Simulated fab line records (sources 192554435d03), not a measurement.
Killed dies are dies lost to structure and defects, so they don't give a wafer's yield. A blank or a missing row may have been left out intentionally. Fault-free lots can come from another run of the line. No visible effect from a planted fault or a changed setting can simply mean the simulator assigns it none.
Which tool is to blame? | flow n5Finfet | at 1 step of a route of 1938, 12 lots with 36 wafers sampled

WHAT EACH GAUGE READ, for each wafer
N5_BEOL_M4_INSPECT_13: inspects for defects (brightfield).
lot  | measured     | on               | rawDefectCount
L074 | day 9 00:33  | defectInspect-01 | 513 404 479
L077 | day 9 01:56  | defectInspect-02 | 396 587 333
L079 | day 9 06:04  | defectInspect-01 | 491 298 528
L081 | day 9 22:51  | defectInspect-02 | 379 313 297
L083 | day 10 13:16 | defectInspect-02 | 445 325 397
L085 | day 11 04:08 | defectInspect-02 | 321 404 282
L087 | day 11 04:13 | defectInspect-02 | 415 476 499
L089 | day 11 20:52 | defectInspect-01 | 393 451 421
L091 | day 12 12:04 | defectInspect-02 | 488 250 456
L092 | day 13 00:40 | defectInspect-01 | 430 531 500
L096 | day 13 23:24 | defectInspect-01 | 360 501 379
L097 | day 14 06:44 | defectInspect-01 | 624 485 421

EACH LOT AND THE TOOL THAT RAN IT (in order: tool; ch and the chambers of the sampled wafers; start)
There is no process step in the record ahead of these readings.

THE ANSWER, worked out from the rows above alone
Rule: the lots themselves supply what counts as usual. Put in order of their means at a reading, lots are off if they are a third of the lots or fewer, leave a main group of 4 or more, and stand apart from it by a gap of 3 or more times the standard deviation of the main group's means; of several such gaps the widest counts. If all means in a main group match to the digits the tables above print for the reading, that group is not used. Also off: a lot with no number at a reading for which 4 or more lots have one. Where the step has rows for the other lots, those lots are counted as sound.
None of the lots is off at any reading shown; this tells nothing.

WHAT THE SIMULATOR PUT IN
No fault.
